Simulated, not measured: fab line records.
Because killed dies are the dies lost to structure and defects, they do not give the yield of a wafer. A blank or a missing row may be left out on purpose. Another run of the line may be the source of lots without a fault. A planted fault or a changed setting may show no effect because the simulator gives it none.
Struck lot and sound lot, side by side    flow n5 finfet    15 out of 1938 route steps
Sound: wafers L947.2, L947.5, L947.6. Struck: wafer L957.3 (L957.1, L957.6, from the same lot, were not struck and are left out); the cause is given at the end.
Per side, at each step with rows, come the tool, then ch with its chambers, and then its first start. Under that, the readings that differ: sound wafers    struck wafers    difference of the means    sigmas: that difference in standard deviations of wafers without a fault.
alike: same words and numbers on both sides, and readings whose means sit less than 2 such deviations apart. not compared: any withheld reading, any reading some wafer has no value for, any bound like >300 that may hide the same value, and any number with overlapping values for which the record gives no deviation.
Wherever a step has rows on one side only, a row that says differs or no value, or a row with sigmas, the two part there. Non-overlapping numbers with no deviation appear without sigmas and do not part them. A reading missing from all wafers of one side parts the sides only when that side holds two or more wafers.

first, 4 steps without rows for these wafers: N5_BEOL_M2_SOFTBAKE_23 (time 60 s); N5_BEOL_M2_EXPOSE_25 (exposes mask V1, defocus 5 nm); N5_BEOL_M2_PEB_26 (peb time 60 s); N5_BEOL_M2_DEVELOP_27 (develop time 30 s).
N5_BEOL_M2_CD_MEAS_28: target cd 26.2 nm, target cd y 24.1 nm.
  sound on cd sem-02 ch 0, day 8 21:19; struck on cd sem-01 ch 0, day 11 12:08
  alike: cd nm
N5_BEOL_M2_OVL_MEAS_29:
  sound on overlay-02 ch 0, day 8 21:21; struck on overlay-01 ch 0, day 11 12:10
reading      sound           struck  difference  sigmas
V1_OVL (nm)  -2.0 -1.4 -1.5  0.3     +1.9        +3
N5_BEOL_M2_INSPECT_30: inspects for defects (brightfield).
  sound on defect inspect-02, day 8 21:24; struck on defect inspect-02, day 11 12:14
  alike: raw defect count
N5_BEOL_M2_DESCUM_33: chemistry O2, time 7 s.
  sound on rie diel-02 ch 0,1, day 8 21:26; struck on rie diel-06 ch 1, day 11 12:35
  alike: drypump motor current A, o2 flow sccm, oes product au, rf vpp V, showerhead plenum p Torr, throttle valve pct
  not compared: rf hours counter h
N5_BEOL_M2_ETCH_77: etches underlayer in N2/H2, target depth 6.5 nm, time 5.2 s.
  sound on rie diel-02 ch 0,1, day 8 21:28; struck on rie diel-06 ch 1, day 11 12:37
reading              sound              struck  difference  sigmas
n2 flow sccm (sccm)  199.7 200.0 198.7  200.7   +1.2        +2
  alike: drypump motor current A, etch rf on time s, oes product au, rf vpp V, showerhead plenum p Torr, throttle valve pct
  not compared: rf hours counter h
N5_BEOL_M2_ETCH_69: etches SiARC in CF4, target depth 15.6 nm, time 26 s.
  sound on rie diel-02 ch 0,1, day 8 21:29; struck on rie diel-06 ch 1, day 11 12:38
  alike: drypump motor current A, etch rf on time s, mfc ar sccm, oes product au, rf vpp V, showerhead plenum p Torr, throttle valve pct
  not compared: rf hours counter h
N5_BEOL_M2_ALD_98: deposits SiO2, target thk 2.5 nm, pulse time 1 s, co reactant pulse time 1 s.
  sound on ald sin-04 ch 0,2, day 8 21:41; struck on ald sin-01 ch 2, day 11 12:56
reading             sound     struck  difference  sigmas
heater power w (W)  94 93 74  73      -14         -2
  alike: precursor pulse height rel
N5_BEOL_M2_ETCHBACK_99: etches SiO2 in CHF3, target depth 5 nm, time 10.4 s.
  sound on rie diel-05 ch 0,1,3, day 8 23:47; struck on rie diel-02 ch 0, day 11 16:02
  alike: drypump motor current A, mfc ar sccm, oes product au, rf vpp V, showerhead plenum p Torr, throttle valve pct
  not compared: rf hours counter h
N5_BEOL_M2_ETCH_70: etches SOC in N2/H2, target depth 80 nm, overetch 24 nm, time 130 s.
  sound on rie diel-05 ch 0,1,3, day 8 23:49; struck on rie diel-02 ch 0, day 11 16:05
reading                                     sound              struck  difference  sigmas
run length s (s)                            152.7 153.8 153.7  141.8   -11.6       -24
model.SiARC_of_BEOL_M2_COAT_68.thk nm (nm)  5.6 6 5.4          6.2     +0.5        
  alike: drypump motor current A, n2 flow sccm, oes product au, rf vpp V, showerhead plenum p Torr, throttle valve pct
  not compared: rf hours counter h
then, 1 step without rows for these wafers: N5_BEOL_M2_STRIP_71 (strips in N2/H2).
N5_BEOL_M4_RC_MEAS_101:
  sound on prober-01 ch 0, day 10 06:46; struck on prober-02 ch 0, day 12 16:51
  alike: DIBL_N, DIBL_P, IOFF_N, IOFF_P, ION_N, ION_P, SS_N, SS_P, VT_N, VT_P

WHERE THEY PART
Earliest at N5_BEOL_M2_OVL_MEAS_29; latest, in this record, at N5_BEOL_M2_ETCH_70. Later steps at which nothing parts them and some readings are alike: N5_BEOL_M4_RC_MEAS_101.

WHY: what had been put in by the simulator
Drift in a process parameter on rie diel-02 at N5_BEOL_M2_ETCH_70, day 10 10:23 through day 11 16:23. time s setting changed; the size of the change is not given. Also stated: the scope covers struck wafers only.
